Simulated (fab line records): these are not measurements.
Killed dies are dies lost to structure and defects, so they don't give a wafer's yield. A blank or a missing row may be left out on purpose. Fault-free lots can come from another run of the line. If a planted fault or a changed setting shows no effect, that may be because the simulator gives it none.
A lot that was struck, set against a sound lot    flow nand-harc    13 out of 1302 route steps
Sound: wafers L581.1, L581.4, L581.5. Wafers struck: L601.2, L601.3, L601.5. Last of all comes the cause.
At each step with rows: each side's tool, then ch and its chambers, then its first start. Under that, the readings that differ: sound wafers    struck wafers    difference of the means    sigmas: that difference in standard deviations of wafers without a fault.
alike: readings with means less than 2 such deviations apart, plus words and numbers identical on both sides. not compared: withheld readings, readings lacking a value on some wafer, bounds such as >300 that could conceal the same value, and numbers that have no deviation in the record and whose values overlap.
A row with sigmas, a row that says differs or no value, or rows on one side alone: a step with any of these is where the two part. Numbers that don't overlap but have no deviation are shown without sigmas and don't part them. A reading that every wafer of one side lacks parts them only if that side has two wafers or more.

NHARC_A_CHANNEL_FILL_D2_ALD_03: deposits SiNx, target thk 6 nm, pulse time 60 s, ald cycles 58.
  sound: ald-sin-batch-03 ch 0; struck: ald-sin-batch-02 ch 0
  alike: precursor-pulse-height-rel
  not compared: susceptor-temp-C
NHARC_A_CHANNEL_FILL_D2_ALD_14: deposits SiO2, target thk 2.5 nm, pulse time 10 s, ald cycles 25.
  sound on ald-hk-02 ch 0,2,3, day 13 06:59; struck on ald-hk-03 ch 2,3, day 21 20:45
  alike: heater-power-w, precursor-pulse-height-rel, susceptor-temp-C
NHARC_A_CHANNEL_FILL_D2_ALD_15: deposits SiNx, target thk 2 nm, pulse time 60 s, ald cycles 19.
  sound on ald-sin-batch-01 ch 0; struck on ald-sin-batch-01 ch 0, day 22 00:05
reading               sound  struck                difference                    sigmas
susceptor-temp-C (C)  - - -  630.16 630.13 629.84  no value on the sound wafers  
  alike: precursor-pulse-height-rel
NHARC_A_CHANNEL_FILL_D2_ALD_16: deposits SiO2, target thk 1.5 nm, pulse time 10 s, ald cycles 15.
  sound on ald-hk-02 ch 0,1,2, day 13 12:08; struck on ald-hk-03 ch 0,1,2, day 22 02:14
  alike: heater-power-w, precursor-pulse-height-rel, susceptor-temp-C
then, 2 steps without rows for these wafers: NHARC_A_CHANNEL_FILL_D2_ANNEAL_17 (time 1800 s); NHARC_A_CHANNEL_FILL_D2_CVD_18 (deposits poly-Si, target thk 3 nm).
NHARC_A_CHANNEL_FILL_D2_ETCHBACK_19: etches the open film in HBr/Cl2, target depth 5 nm, time 1.7 s.
  sound on rie-si-02 ch 0,1,3, day 14 01:56; struck on rie-si-03 ch 0,2, day 22 14:12
  alike: chamber-pressure-mTorr, drypump-motor-current-A, oes-product-au, rf-fwd-power-W, throttle-valve-pct
  not compared: rf-hours-counter-h
then, 5 steps without rows for these wafers: NHARC_A_CHANNEL_FILL_D2_ETCHBACK_20 (etches the open film in C4F8/O2/Ar, target depth 27 nm, time 13.5 s); NHARC_A_CHANNEL_FILL_D2_STRIP_28 (strips in O2, time 20 s); NHARC_A_CHANNEL_FILL_D2_PRECLEAN_21 (cleans in dHF, time 30 s); NHARC_A_CHANNEL_FILL_D2_SRD_23; NHARC_A_CHANNEL_FILL_D2_CVD_05 (deposits poly-Si, target thk 5 nm).
NHARC_A_CHANNEL_FILL_D2_ANNEAL_22: time 7200 s.
  sound on furnace-01 ch 0, day 14 09:49; struck on furnace-01, day 22 22:14
  no value came back on the struck wafers for run-length-s (s), spike-tc-bottom-C (C), tube-center-temp-C (C); on the sound wafers run-length-s (s) reads 7223 7223 7223

## WHERE THEY PART
At NHARC_A_CHANNEL_FILL_D2_ALD_15 first; at NHARC_A_CHANNEL_FILL_D2_ANNEAL_22 last (within this record only).

WHY: the cause the simulator had injected
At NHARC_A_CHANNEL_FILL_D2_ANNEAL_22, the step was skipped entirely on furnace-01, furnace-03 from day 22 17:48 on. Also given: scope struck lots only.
